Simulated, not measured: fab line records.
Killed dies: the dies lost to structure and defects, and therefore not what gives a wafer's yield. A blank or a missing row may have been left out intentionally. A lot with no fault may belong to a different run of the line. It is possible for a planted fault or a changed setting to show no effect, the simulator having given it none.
The tool behind it: which one? | flow n5_finfet | Sampling: 11 lots, 33 wafers, 5 of 1938 route steps

== WHAT THE GAUGES SHOWED, per wafer ==
N5_BEOL_M2_CD_MEAS_11 targets a cd of 16.79 nm. Usual: 16.80 nm for cd_nm, sd 0.23.
lot  | measured     | on        | cd_nm (nm)        | flag
L789 | day 6 10:46  | cd_sem-01 | 17.34 16.82 16.43 |
L790 | day 6 15:41  | cd_sem-02 | 16.62 16.73 16.90 |
L793 | day 7 16:48  | cd_sem-03 | 16.90 17.09 17.13 |
L794 | day 7 21:05  | cd_sem-03 | 16.96 16.65 16.81 |
L799 | day 9 06:46  | cd_sem-03 | 16.87 16.93 16.79 |
L800 | day 9 12:11  | cd_sem-03 | 16.68 16.72 16.88 |
L802 | day 9 19:38  | cd_sem-03 | 17.19 16.82 17.18 |
L807 | day 11 04:18 | cd_sem-02 | 16.93 17.17 17.15 |
L808 | day 11 07:10 | cd_sem-03 | 16.74 16.61 16.46 |
L809 | day 11 11:10 | cd_sem-02 | 16.70 16.49 16.84 |
L812 | day 12 20:08 | cd_sem-02 | 16.67 16.97 16.80 |

N5_BEOL_M2_OVL_MEAS_12. Usual: M2_OVL gives 0.5 nm (standard deviation 0.63).
lot  | measured     | on         | M2_OVL (nm)    | flag
L789 | day 6 10:47  | overlay-02 | -0.6 0.2 -0.3  |
L790 | day 6 15:43  | overlay-01 | -0.1 1.4 0.8   |
L793 | day 7 16:50  | overlay-02 | -0.2 0.0 -0.3  |
L794 | day 7 21:07  | overlay-02 | 0.0 -0.1 -0.9  |
L799 | day 9 06:47  | overlay-02 | 1.1 1.2 0.3    |
L800 | day 9 12:13  | overlay-02 | 1.7 0.3 0.8    |
L802 | day 9 19:40  | overlay-01 | -0.2 -0.3 0.1  |
L807 | day 11 04:20 | overlay-01 | 0.9 1.2 0.6    |
L808 | day 11 07:11 | overlay-01 | 0.4 0.3 0.6    |
L809 | day 11 11:11 | overlay-02 | -1.0 -0.7 -0.3 |
L812 | day 12 20:10 | overlay-02 | -0.1 0.7 0.3   |

N5_BEOL_M2_INSPECT_30: inspects for defects (brightfield). Usual: 383 for raw_defect_count, sd 95.
lot  | measured     | on                | raw_defect_count | flag
L789 | day 6 12:02  | defect_inspect-01 | 420 367 301      |
L790 | day 6 16:39  | defect_inspect-02 | 341 420 397      |
L793 | day 7 18:08  | defect_inspect-01 | 265 276 347      |
L794 | day 7 22:09  | defect_inspect-02 | 295 334 333      |
L799 | day 9 07:52  | defect_inspect-01 | 393 373 302      |
L800 | day 9 13:09  | defect_inspect-02 | 275 521 264      |
L802 | day 9 20:44  | defect_inspect-02 | 403 388 417      |
L807 | day 11 05:23 | defect_inspect-01 | 294 266 335      |
L808 | day 11 08:07 | defect_inspect-02 | 336 380 359      |
L809 | day 11 12:16 | defect_inspect-01 | 328 263 238      |
L812 | day 12 21:14 | defect_inspect-01 | 349 582 417      |

N5_BEOL_M4_RC_MEAS_101. Usual: DIBL_N 35.7 mV/V, standard deviation 1.3; DIBL_P 35.4 mV/V, standard deviation 1.8; IOFF_N 0.152 nA/um, standard deviation 0.027; IOFF_P 0.20 nA/um, standard deviation 0.034; ION_N 672 uA/um, standard deviation 9.8; ION_P 461 uA/um, standard deviation 7.5; SS_N 71.4 mV/dec, standard deviation 0.55; SS_P 73.1 mV/dec, standard deviation 0.61; VT_N 251 mV, standard deviation 3.3; VT_P -251 mV, standard deviation 3.6.
lot  | measured     | on        | DIBL_N (mV/V)  | DIBL_P (mV/V)  | IOFF_N (nA/um)    | IOFF_P (nA/um) | ION_N (uA/um) | ION_P (uA/um) | SS_N (mV/dec)  | SS_P (mV/dec)  | VT_N (mV)   | VT_P (mV)      | flag
L789 | day 7 18:44  | prober-02 | 37.2 35.0 35.2 | 39.2 38.2 36.6 | 0.199 0.160 0.161 | 0.27 0.24 0.22 | 681 672 684   | 469 465 467   | 72.2 71.1 71.0 | 74.2 73.9 73.7 | 247 248 248 | -244 -246 -247 |
L790 | day 7 23:58  | prober-01 | 34.0 35.2 34.4 | 32.5 34.1 34.2 | 0.114 0.133 0.126 | 0.16 0.18 0.18 | 661 670 659   | 457 464 452   | 70.3 70.6 71.3 | 72.7 73.5 73.0 | 255 253 255 | -255 -251 -250 |
L793 | day 8 23:14  | prober-01 | 35.8 36.4 36.6 | 36.2 37.6 37.3 | 0.162 0.186 0.188 | 0.18 0.19 0.19 | 676 688 673   | 452 469 453   | 71.3 71.3 72.3 | 73.1 73.7 73.8 | 253 246 251 | -258 -252 -253 |
L794 | day 9 02:27  | prober-02 | 35.6 38.0 37.0 | 36.1 39.5 37.8 | 0.174 0.237 0.203 | 0.24 0.32 0.27 | 679 694 691   | 472 484 481   | 71.7 72.4 71.8 | 73.4 73.6 73.5 | 247 243 243 | -243 -242 -243 |
L799 | day 10 11:20 | prober-02 | 37.7 35.7 34.8 | 38.4 35.6 34.8 | 0.186 0.148 0.139 | 0.26 0.22 0.21 | 680 662 677   | 466 463 465   | 72.5 71.3 70.7 | 74.4 73.1 73.3 | 250 250 250 | -245 -248 -248 |
L800 | day 10 20:56 | prober-02 | 37.6 37.1 36.1 | 35.4 35.1 34.5 | 0.182 0.195 0.168 | 0.22 0.23 0.21 | 679 686 684   | 466 469 468   | 71.1 70.6 70.3 | 72.9 73.9 73.2 | 245 244 244 | -248 -245 -248 |
L802 | day 11 01:20 | prober-02 | 34.1 35.7 36.3 | 33.8 35.6 36.0 | 0.115 0.138 0.146 | 0.16 0.18 0.19 | 656 673 661   | 450 454 452   | 71.3 72.0 71.7 | 72.5 72.6 73.2 | 254 254 253 | -253 -255 -254 |
L807 | day 12 16:40 | prober-02 | 39.0 38.2 37.7 | 38.9 37.8 37.7 | 0.201 0.196 0.175 | 0.28 0.27 0.26 | 685 691 677   | 474 479 472   | 71.8 72.4 71.4 | 74.3 74.4 74.6 | 246 248 248 | -246 -244 -244 |
L808 | day 12 11:26 | prober-01 | 35.3 34.3 34.0 | 34.9 33.2 33.3 | 0.143 0.123 0.126 | 0.18 0.17 0.18 | 676 666 667   | 459 457 460   | 71.4 70.4 70.9 | 72.9 72.6 72.6 | 252 254 252 | -253 -254 -252 |
L809 | day 12 17:35 | prober-02 | 33.4 33.5 36.0 | 34.1 33.9 36.6 | 0.116 0.108 0.151 | 0.15 0.15 0.18 | 656 649 663   | 451 445 452   | 71.0 70.8 71.3 | 72.4 72.5 73.1 | 256 258 251 | -258 -256 -257 |
L812 | day 14 06:29 | prober-02 | 34.8 33.8 35.4 | 33.5 32.4 34.7 | 0.121 0.104 0.132 | 0.19 0.17 0.20 | 674 653 668   | 459 457 467   | 70.5 70.8 71.3 | 73.0 72.3 73.0 | 254 259 252 | -252 -253 -249 |

== WHICH TOOL RAN EACH LOT (tool, then ch and the chambers of the sampled wafers, then the start) ==
lot  | N5_BEOL_M2_COAT_76
L789 | litho_track-02 ch 0, day 6 11:40
L790 | litho_track-04 ch 0, day 6 16:17
L793 | litho_track-04 ch 0, day 7 17:38
L794 | litho_track-01 ch 0, day 7 21:47
L799 | litho_track-02 ch 0, day 9 07:22
L800 | litho_track-01 ch 0, day 9 12:47
L802 | litho_track-02 ch 0, day 9 20:14
L807 | litho_track-04 ch 0, day 11 04:54
L808 | litho_track-04 ch 0, day 11 07:46
L809 | litho_track-01 ch 0, day 11 11:46
L812 | litho_track-01 ch 0, day 12 20:44
- N5_BEOL_M2_COAT_76: time 60 s, resist thk 5 nm.

== WHAT THE TOOLS THEMSELVES READ (means of the sampled wafers that have a number; where no wafer has one, the mark that the record gives instead) ==
N5_BEOL_M2_COAT_76. Usual: 1500.0 rpm for spin_speed_rpm, sd 0.98.
lot  | tool           | spin_speed_rpm (rpm) | flag
L789 | litho_track-02 | 1501.1               |
L790 | litho_track-04 | 1499.7               |
L793 | litho_track-04 | 1498.5               |
L794 | litho_track-01 | 1501.7               |
L799 | litho_track-02 | 1499.8               |
L800 | litho_track-01 | 1500.5               |
L802 | litho_track-02 | 1499.9               |
L807 | litho_track-04 | 1568.0               | OFF
L808 | litho_track-04 | 1566.9               | OFF
L809 | litho_track-01 | 1500.8               |
L812 | litho_track-01 | 1500.5               |

== THE ANSWER, worked out from the rows above alone ==
Rule: take the mean of a lot's wafers that have a number; if it is more than 3 standard deviations from the usual mean, the lot is off. A lot without any number at a reading at which 4 lots or more have one is off too. Where the step has rows for the other lots, those lots are counted as sound. The gauges are gone through in route order, then the tools' own readings, and for those a lot's mean is taken as printed above. The first step at which some lot is off is used, and at that step the reading that is off furthest; a lot without a number counts as furthest.
Off: L807, L808, at N5_BEOL_M2_COAT_76 (spin_speed_rpm).
If a tool, at that step or one of the process steps before it, ran each lot that is off and ran no sound lot following the first of them, it fits. One fits: N5_BEOL_M2_COAT_76 on litho_track-04. A fault onset in the window from L793 (day 7 17:38, its last sound lot) to L807 (day 11 04:54, its first lot off) fits.
The tool's own readings at N5_BEOL_M2_COAT_76 bear it out: on the lots that are off they differ by more than 5 times the standard deviation of the sound lots' means. spin_speed_rpm reads 1567.5 rpm there against 1500.3 rpm on the sound lots.

== WHAT THE SIMULATOR HAD INSERTED ==
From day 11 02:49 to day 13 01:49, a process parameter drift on litho_track-04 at N5_BEOL_M2_COAT_76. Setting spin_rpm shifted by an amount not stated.
Shown lots that were struck: L807, L808. The rule above found the same.
